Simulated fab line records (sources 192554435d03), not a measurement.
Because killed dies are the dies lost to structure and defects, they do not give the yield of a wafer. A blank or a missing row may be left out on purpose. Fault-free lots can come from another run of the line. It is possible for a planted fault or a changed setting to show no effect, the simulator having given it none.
Which tool is to blame?	flow n5-finfet	Sampling: 12 lots, 36 wafers, 3 of 1938 route steps

WHAT THE GAUGES READ, wafer by wafer
N5_MOL_CONTACT_COAG_CD_MEAS_137: the cd target is 16 nm.
lot	measured	on	cd-nm (nm)
L075	day 5 11:19	cd-sem-01	15.6 15.4 15.8
L077	day 6 00:12	cd-sem-03	16.0 16.0 15.9
L079	day 6 08:20	cd-sem-03	15.7 16.2 15.3
L081	day 6 22:04	cd-sem-03	16.5 16.0 15.8
L083	day 7 12:50	cd-sem-01	15.9 16.2 15.8
L086	day 8 00:27	cd-sem-02	16.3 15.6 16.8
L087	day 8 13:13	cd-sem-03	16.3 15.8 16.2
L089	day 8 22:38	cd-sem-02	15.4 16.1 16.2
L091	day 9 11:12	cd-sem-03	15.5 16.6 16.1
L093	day 9 22:43	cd-sem-02	16.6 15.9 16.5
L095	day 10 11:37	cd-sem-02	16.0 16.4 16.1
L097	day 10 22:38	cd-sem-01	15.1 16.0 15.9

EACH LOT AND THE TOOL THAT RAN IT (in order: tool; ch and the chambers of the sampled wafers; start)
lot	N5_MOL_CONTACT_COAG_ALD_27	N5_MOL_CONTACT_COAG_VIA_ETCH_46
L075	ald-sin-01 ch 0,1,3, day 5 07:07	rie-diel-01 ch 0,2,3, day 5 10:59
L077	ald-sin-01 ch 0,1, day 5 20:10	rie-diel-01 ch 0,3, day 5 23:52
L079	ald-sin-02 ch 0,2,3, day 6 04:02	rie-diel-02 ch 0,1,2, day 6 07:43
L081	ald-sin-04 ch 0,1,3, day 6 18:16	rie-diel-04 ch 0,2,3, day 6 21:43
L083	ald-sin-04 ch 2,3, day 7 08:53	rie-diel-04 ch 0,2,3, day 7 12:30
L086	ald-sin-02 ch 0,1,3, day 7 20:39	rie-diel-04 ch 0,1,3, day 8 00:07
L087	ald-sin-02 ch 1,2,3, day 8 07:07	rie-diel-02 ch 0,2,3, day 8 12:33
L089	ald-sin-01 ch 0,3, day 8 18:08	rie-diel-01 ch 0,3, day 8 22:15
L091	ald-sin-04 ch 0,2,3, day 9 07:16	rie-diel-01 ch 1,2,3, day 9 10:52
L093	ald-sin-02 ch 0,2,3, day 9 18:22	rie-diel-02 ch 0,1,3, day 9 22:23
L095	ald-sin-01 ch 0,1,3, day 10 07:50	rie-diel-01 ch 1,2,3, day 10 11:16
L097	ald-sin-04 ch 0,2, day 10 18:25	rie-diel-02 ch 1,3, day 10 22:17
- N5_MOL_CONTACT_COAG_ALD_27: deposits SiOC, target thk 17 nm, pulse time 1.5 s, time 2720 s.
- N5_MOL_CONTACT_COAG_VIA_ETCH_46: etches SiO2 in C4F6/O2, target depth 46 nm, overetch 9.2 nm, time 40 s.

THE ANSWER, worked out from the rows above alone
Rule: what is usual is taken from the lots themselves. The widest of any qualifying gaps counts: lots, ordered by their means at a reading, are off when they make up no more than a third of the lots, leave a main group of 4 or more, and stand apart from it by 3 or more times the standard deviation of that group's means. If all means in a main group match to the digits the tables above print for the reading, that group is not used. A lot without any number at a reading at which 4 lots or more have one is off too. Where the step has rows for the other lots, those lots are counted as sound.
No lot is off at any reading shown: from this, nothing can be told.

WHAT THE SIMULATOR PUT IN
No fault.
